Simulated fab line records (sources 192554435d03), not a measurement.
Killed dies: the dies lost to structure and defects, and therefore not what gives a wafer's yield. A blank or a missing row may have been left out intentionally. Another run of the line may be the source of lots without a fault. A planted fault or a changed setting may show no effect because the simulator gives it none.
fab line records	flow n5Finfet
[record] lots = 9	wafers = 25	lastDay = 19
route steps=1938 shown BEOL_M4@1043 PASSIVATION@1936
lots that met no fault: taken from a fault-free run of the same line
startH: hours from the record's first day to the start of the lot's first wafer shown	waitH: hours since the lot's step before	" repeats the value in the row above	L1.1+2: one row covering several wafers at once	- no value, or no start was given	* or withheld: withheld	< > ~ a bound
route shown NAME@n: a module of which the file shows steps, and the number in the route of the first	usual: mean and standard deviation over wafers with no fault	same: alike in all rows	chamber/n: place in a boat	sites: the reading at each site	_std_site: the standard deviation of these	_edge_site: mean of outer sites minus mean of inner sites	radiusMm: how far each site lies from the wafer's centre	mask NAME#n: copy n	behind: the tool/chamber that last shaped the wafer	hold: cause of the lot's hold/its duration in hours/its outcome	device: the transistor (n, p or np) that didn't switch	end of line: tests run on the same wafers once the route is complete	a step given without rows: its recipe and nothing more	killed: not the wafer's yield, but the dies lost to structure and defects at the first sort	map: the dies of a wafer, with x for killed, . for not killed, _ for no die there
set.NAME: setting as actually run; set.NAME@STEP: the setting as run at that earlier step	model.NAME: the simulator's own value behind a step, which no gauge read
the route's steps for a sample of lots (tables are steps, rows are wafers)
services: the hour from which a tool's chamber was out of use, counted from the record's first day as startH (under 0 if before that day), plus the number of hours and why
[[steps]]
[step N5_BEOL_M4_STRIP_66]
[recipe] chemistry = CF4	resist = SiARC	powerW = 300	biasPowerW = 75	pressureMtorr = 50	cf4FlowSccm = 150	rfFrequencyHz = 6e+07
[usual] drypumpMotorCurrentA = 5.9/0.44	oesProductAu = 0.80/0.069	rfVppV = 271.3/1.2	showerheadPlenumPTorr = 1.80/0.045	throttleValvePct = 13.60/0.24
lot.wafer	tool	chamber	startH	waitH	drypumpMotorCurrentA	oesProductAu	rfHoursCounterH	rfVppV	showerheadPlenumPTorr	throttleValvePct
L213.1	rieDiel-04	3	202.76	0.0	5.5	0.88	29	272.9	1.84	13.40
L213.3	"	0	"	"	6.2	0.92	6	271.0	1.83	13.26
L213.5	"	3	"	"	5.5	0.89	-	272.3	1.84	13.40
L214.2	rieDiel-05	0	220.62	0.0	5.7	0.81	87	273.4	1.88	13.64
L214.5	"	1	"	"	6.6	0.75	-	271.7	1.79	13.49
L214.6	"	0	"	"	5.7	0.80	-	274.1	1.88	13.64
L218.2	rieDiel-04	2	229.98	0.0	5.5	0.69	200	272.6	1.78	13.90
L218.3	"	3	"	"	5.5	0.87	38	272.4	1.83	13.45
L218.4	"	0	"	"	6.2	0.90	11	272.3	1.83	13.27
L222.2	rieDiel-01	3	275.69	0.0	5.2	0.73	164	271.7	1.79	13.89
L222.3	"	2	"	"	4.9	0.91	18	271.0	1.83	13.15
L222.5	"	3	"	"	5.2	0.73	-	270.8	1.79	13.89
L219.2	rieDiel-05	0	283.07	0.0	5.7	0.77	108	273.2	1.88	13.73
L219.3	"	1	"	"	6.6	0.74	173	270.4	1.79	13.54
L219.4	"	3	"	"	5.9	0.77	126	268.9	1.73	13.80
L221.2	rieDiel-01	3	285.50	0.0	5.2	0.72	168	272.7	1.78	13.90
L221.4	"	1	"	"	5.6	0.72	209	270.8	1.78	13.86
L223.1	rieDiel-01	0	287.72	0.0	6.5	0.80	93	268.7	1.74	13.51
L223.2	"	2	"	"	4.9	0.89	24	271.5	1.83	13.17
L226.3	rieDiel-05	1	299.97	0.0	6.6	0.74	178	270.9	1.79	13.55
L226.4	"	2	"	"	6.0	0.70	235	271.7	1.83	13.99
L226.5	"	0	"	"	5.7	0.78	-	273.6	1.88	13.71
L228.4	rieDiel-04	0	324.72	0.0	6.2	0.83	42	272.2	1.82	13.38
L228.5	"	1	"	"	6.2	0.86	-	269.1	1.75	13.37
L228.6	"	0	"	"	6.2	0.84	-	272.1	1.82	13.36
[step N5_BEOL_M4_CD_MEAS_28]
[recipe] targetCdNm = 26.2	landingEnergyEv = 500	detector = seInlens	targetCdYNm = 24.1	polarity = opening
[usual] cdNm = 26.19/0.22
lot.wafer	tool	chamber	startH	waitH	cdNm
L213.1	cdSem-03	0	203.30	-	26.15
L213.3	"	0	"	"	26.56
L213.5	"	0	"	"	26.23
L214.2	cdSem-03	0	221.29	-	26.44
L214.5	"	0	"	"	26.41
L214.6	"	0	"	"	26.25
L218.2	cdSem-03	0	230.65	-	26.57
L218.3	"	0	"	"	26.48
L218.4	"	0	"	"	26.74
L222.2	cdSem-02	0	276.25	-	25.89
L222.3	"	0	"	"	26.03
L222.5	"	0	"	"	26.09
L219.2	cdSem-02	0	283.74	-	26.40
L219.3	"	0	"	"	25.95
L219.4	"	0	"	"	26.21
L221.2	cdSem-03	0	286.19	-	26.08
L221.4	"	0	"	"	25.69
L223.1	cdSem-01	0	288.39	-	26.28
L223.2	"	0	"	"	26.27
L226.3	cdSem-02	0	300.67	-	26.04
L226.4	"	0	"	"	25.92
L226.5	"	0	"	"	26.36
L228.4	cdSem-03	0	325.30	-	26.06
L228.5	"	0	"	"	26.13
L228.6	"	0	"	"	26.35
[step N5_BEOL_M4_DESCUM_33]
[recipe] chemistry = O2	timeS = 7	sourcePowerW = 50	biasPowerW = 20	pressureMtorr = 20	rfFrequencyHz = 2.712e+07	tempC = 40	resist = CAR-EUV	o2FlowSccm = 225
[usual] drypumpMotorCurrentA = 5.8/0.47	oesProductAu = 0.79/0.081	rfVppV = 243.2/1.1	showerheadPlenumPTorr = 2.10/0.051	throttleValvePct = 20.50/0.24
lot.wafer	tool	chamber	startH	waitH	drypumpMotorCurrentA	oesProductAu	rfHoursCounterH	rfVppV	showerheadPlenumPTorr	throttleValvePct
L213.1	rieDiel-04	2	203.42	0.0	5.6	0.70	191	242.5	2.08	20.71
L213.3	"	3	"	"	5.5	0.91	29	243.5	2.13	20.24
L213.5	"	3	"	"	5.5	0.90	-	243.5	2.13	20.25
L214.2	rieDiel-01	1	221.41	0.0	5.6	0.74	184	244.4	2.09	20.70
L214.5	"	0	"	"	6.5	0.85	-	241.9	2.04	20.34
L214.6	"	3	"	"	5.2	0.74	-	244.0	2.09	20.75
L218.2	rieDiel-04	1	230.92	0.2	6.2	0.95	7	243.1	2.04	20.16
L218.3	"	3	"	"	5.5	0.89	38	244.3	2.12	20.29
L218.4	"	0	"	"	6.2	0.91	11	244.5	2.14	20.20
L222.2	rieDiel-01	2	276.43	0.1	5.0	0.93	19	243.7	2.14	20.06
L222.3	"	0	"	"	6.5	0.83	89	242.5	2.03	20.38
L222.5	"	3	"	"	5.2	0.73	-	244.5	2.08	20.77
L219.2	rieDiel-05	2	284.10	0.3	6.0	0.70	231	243.4	2.16	20.82
L219.3	"	3	"	"	5.9	0.78	126	242.8	2.01	20.67
L219.4	"	0	"	"	5.7	0.79	109	245.4	2.20	20.57
L221.2	rieDiel-04	3	286.32	0.0	5.5	0.86	57	243.7	2.12	20.29
L221.4	"	1	"	"	6.3	0.91	24	241.5	2.04	20.20
L223.1	rieDiel-04	1	288.51	0.0	6.2	0.89	25	242.1	2.04	20.19
L223.2	"	0	"	"	6.2	0.87	29	244.0	2.13	20.26
L226.3	rieDiel-04	2	300.79	0.0	5.6	0.68	222	243.2	2.06	20.75
L226.4	"	3	"	"	5.5	0.85	62	243.2	2.12	20.30
L226.5	"	1	"	"	6.2	0.88	-	241.8	2.04	20.19
L228.4	rieDiel-05	2	325.41	0.0	6.1	0.69	241	244.3	2.15	20.83
L228.5	"	1	"	"	6.6	0.74	-	242.1	2.08	20.37
L228.6	"	2	"	"	6.1	0.69	-	243.6	2.15	20.84
[step N5_BEOL_M4_ETCH_69]
[recipe] chemistry = CF4	target = SiARC	targetDepthA = 156	maskMaterial = CAR-EUV	timeS = 26	ionEnergyEv = 80	pressureMtorr = 40	sourceW = 545	biasW = 36	Ar_flow_sccm = 100	cf4FlowSccm = 100	ends = cleared
[usual] biasW = 35.99/0.11	drypumpMotorCurrentA = 5.8/0.47	etchRfOnTimeS = 26.1/0.34	oesProductAu = 0.68/0.068	rfVppV = 184.2/1	showerheadPlenumPTorr = 2.15/0.05	throttleValvePct = 15.68/0.23
lot.wafer	tool	chamber	startH	waitH	biasW	drypumpMotorCurrentA	etchRfOnTimeS	oesProductAu	rfHoursCounterH	rfVppV	showerheadPlenumPTorr	throttleValvePct
L213.1	rieDiel-04	2	203.47	0.0	36.05	5.5	26.0	0.60	191	184.9	2.13	15.93
L213.3	"	3	"	"	36.00	5.6	25.5	0.77	29	183.6	2.19	15.47
L213.5	"	3	"	"	35.82	5.5	25.7	0.78	-	184.5	2.19	15.48
L214.2	rieDiel-01	1	221.46	0.0	36.18	5.6	25.8	0.64	185	183.9	2.13	15.83
L214.5	"	0	"	"	35.96	6.5	26.3	0.72	-	184.0	2.09	15.51
L214.6	"	3	"	"	36.07	5.2	25.8	0.65	-	185.4	2.14	15.88
L218.2	rieDiel-04	1	230.97	0.0	36.10	6.2	25.7	0.81	7	183.4	2.10	15.34
L218.3	"	3	"	"	35.99	5.5	25.8	0.75	38	183.7	2.19	15.50
L218.4	"	0	"	"	35.86	6.2	26.2	0.78	11	185.0	2.19	15.35
L222.2	rieDiel-01	2	276.48	0.0	36.12	5.0	25.9	0.79	19	185.3	2.19	15.23
L222.3	"	0	"	"	36.14	6.5	26.4	0.69	89	185.0	2.08	15.55
L222.5	"	3	"	"	36.05	5.2	25.6	0.64	-	184.1	2.13	15.92
L219.2	rieDiel-05	2	284.15	0.0	36.03	6.1	26.5	0.59	231	183.5	2.19	15.98
L219.3	"	3	"	"	35.93	6.0	26.1	0.67	126	183.2	2.06	15.84
L219.4	"	0	"	"	36.01	5.7	26.6	0.67	109	187.6	2.24	15.75
L221.2	rieDiel-04	3	286.37	0.0	36.04	5.5	26.1	0.73	57	184.9	2.18	15.55
L221.4	"	1	"	"	36.13	6.2	40.6	0.62	24	182.8	2.09	15.36
L223.1	rieDiel-04	1	288.56	0.0	36.01	6.2	39.9	0.61	25	184.1	2.10	15.38
L223.2	"	0	"	"	35.81	6.2	25.9	0.74	29	183.8	2.18	15.40
L226.3	rieDiel-04	2	300.84	0.0	35.92	5.6	26.8	0.57	222	183.6	2.12	15.98
L226.4	"	3	"	"	36.09	5.5	40.3	0.58	62	182.6	2.18	15.55
L226.5	"	1	"	"	36.02	6.2	26.3	0.76	-	183.8	2.09	15.39
L228.4	rieDiel-05	2	325.47	0.0	36.00	6.0	26.2	0.59	241	184.4	2.19	16.02
L228.5	"	1	"	"	36.07	6.6	26.5	0.62	-	183.9	2.13	15.57
L228.6	"	2	"	"	35.79	6.0	26.6	0.59	-	184.2	2.19	16.00
[step N5_BEOL_M4_RC_MEAS_101]
[usual] DIBL_N = 36.6/1.3	DIBL_P = 36.4/1.4	IOFF_N = 0.167/0.023	IOFF_P = 0.219/0.029	ION_N = 678/8.7	ION_P = 464/6.4	SS_N = 71.5/0.53	SS_P = 73.4/0.57	VT_N = 248.5/2.8	VT_P = -249/3.1
lot.wafer	tool	chamber	startH	waitH	DIBL_N[mV/V]	DIBL_P[mV/V]	IOFF_N[nA/um]	IOFF_P[nA/um]	ION_N[uA/um]	ION_P[uA/um]	SS_N[mV/dec]	SS_P[mV/dec]	VT_N[mV]	VT_P[mV]
L213.1	prober-02	0	226.52	0.0	39.2	38.2	0.191	0.240	684	465	72.3	73.7	248.0	-246
L213.3	"	0	"	"	37.6	36.8	0.175	0.219	681	464	72.0	72.9	247.0	-248
L213.5	"	0	"	"	38.4	37.3	0.176	0.224	684	466	72.6	73.1	248.2	-246
L214.2	prober-01	0	233.17	0.2	36.8	37.2	0.144	0.192	676	460	71.5	73.0	251.5	-252
L214.5	"	0	"	"	36.2	36.7	0.149	0.185	678	460	71.3	73.2	251.0	-256
L214.6	"	0	"	"	35.3	35.4	0.128	0.163	675	452	71.1	72.7	253.6	-255
L218.2	prober-01	0	254.85	0.2	34.9	36.0	0.157	0.243	675	467	71.3	73.4	252.5	-242
L218.3	"	0	"	"	34.1	34.6	0.154	0.216	678	468	71.1	72.9	248.4	-246
L218.4	"	0	"	"	34.5	35.8	0.158	0.238	681	472	71.1	73.4	249.7	-247
L219.2	prober-02	0	290.19	0.2	35.6	34.4	0.148	0.192	673	458	70.7	73.2	250.9	-250
L219.3	"	0	"	"	36.8	36.1	0.175	0.229	687	468	71.4	73.6	248.2	-248
L219.4	"	0	"	"	35.9	35.5	0.152	0.214	671	464	71.7	73.0	248.8	-248
L222.2	prober-02	0	296.83	0.2	37.3	36.1	0.187	0.241	675	464	72.4	73.5	248.6	-245
L222.3	"	0	"	"	38.8	38.8	0.219	0.290	681	468	72.3	75.0	245.4	-244
L222.5	"	0	"	"	37.2	35.9	0.182	0.238	669	459	72.7	73.2	246.7	-246
L221.2	prober-01	0	308.67	0.2	35.6	36.9	0.159	0.228	675	461	70.3	73.5	249.4	-247
L221.4	"	0	"	"	36.5	36.5	0.169	0.222	670	459	71.2	73.4	247.3	-246
L223.1	prober-01	0	317.01	0.0	37.2	37.2	0.163	0.187	680	456	72.4	73.7	249.8	-254
L223.2	"	0	"	"	36.7	35.2	0.151	0.167	675	448	72.3	73.0	250.5	-255
L226.3	prober-01	0	330.29	0.3	36.4	36.8	0.165	0.212	667	458	71.5	73.0	246.2	-250
L226.4	"	0	"	"	37.5	38.0	0.173	0.237	670	463	71.5	73.5	247.3	-248
L226.5	"	0	"	"	37.3	37.8	0.172	0.228	668	461	71.3	73.2	247.1	-251
L228.4	prober-01	0	351.61	0.5	37.1	39.1	0.171	0.247	674	463	72.1	73.3	249.8	-248
L228.5	"	0	"	"	37.7	38.4	0.176	0.233	675	465	72.4	73.7	250.0	-248
L228.6	"	0	"	"	36.9	38.3	0.168	0.222	678	466	71.7	73.8	252.3	-251
[step N5_PASSIVATION_PROBE_49]
[usual] defectLimitedYield = 91.6/1.6	killed_at_M0_to_M3 = 32/9.7	killed_at_M4_up = 13/4.4	killedAtContacts = 12/6.5	killedAtFrontEnd = 38/12	killedAtOther = 3.7/3	killedDies = 99/18	killedOpen = 66/14	killedShort = 32/7.5	sort_bin_5_function = 4.9/1	sort_bin_6_memory = 3.2/0.73	sortNPass = 1081/18	sortYieldPct = 91.6/1.6
[same] grossDies = 1180	killedAtBackSide = 0	sort_bin_4_leakage[%] = 0	sort_bin_8_speed[%] = 0
lot.wafer	tool	chamber	startH	waitH	defectLimitedYield[%]	killed_at_M0_to_M3	killed_at_M4_up	killedAtContacts	killedAtFrontEnd	killedAtOther	killedDies	killedOpen	killedShort	sort_bin_5_function[%]	sort_bin_6_memory[%]	sortNPass	sortYieldPct[%]
L223.1	prober-01	-	419.29	0.0	92.7	27	14	6	33	6	86	58	27	4.3	2.7	1094	92.7
// killed by level:class
L223.1 BEOL_M3:geometricParticle:open=12 MOL_CONTACT_COAG:geometricParticle:open=6 FIN_SAQP:geometricParticle:short=5 BEOL_M0_SAQP:geometricParticle:open=5 FIN_SAQP:geometricParticle:open=4 DUMMY_GATE:geometricParticle:open=4 GATE_CUT:geometricParticle:short=4 BEOL_M0_SAQP:geometricParticle:short=4
[[services]]
tool	chamber	startH	hours	kind
rieDiel-01	0	182.28	1.9	repair
rieDiel-04	1	185.89	-	clean
rieDiel-04	1	185.89	-	consumableReplace:focusRing
rieDiel-04	1	185.89	27.9	scheduledDown
rieDiel-04	1	185.89	27.9	ventCycle
rieDiel-01	2	190.80	1.6	repair
rieDiel-01	2	204.69	-	clean
rieDiel-01	2	204.69	-	consumableReplace:focusRing
rieDiel-01	2	204.69	23.2	scheduledDown
rieDiel-01	2	204.69	23.2	ventCycle
rieDiel-04	0	214.62	7.9	repair
rieDiel-05	-	236.95	2.4	repair
rieDiel-04	2	287.32	7.5	repair
rieDiel-04	2	308.08	5.8	repair
rieDiel-05	2	313.06	5.9	repair
[[key]]
[firstSign] step = N5_BEOL_M4_ETCH_69	reading = etchRfOnTimeS	direction = up	sigmas = 42	usual = *	struck = *
effect none on later readings
metAt N5_BEOL_M4_ETCH_69
struckLots L221,L223,L226
struckWafers L221.4,L223.1,L226.4
notActingAt N5_BEOL_M4_STRIP_66,N5_BEOL_M4_CD_MEAS_28,N5_BEOL_M4_DESCUM_33
onsetBetween 230.97 286.37
[fault] kind = processParameterDrift	tool = rieDiel-04	chamber = -	onsetH = 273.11	steps = N5_BEOL_M4_ETCH_69	channel = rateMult	offset = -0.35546	shape = step	endH = 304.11	scope = struckWafersOnly
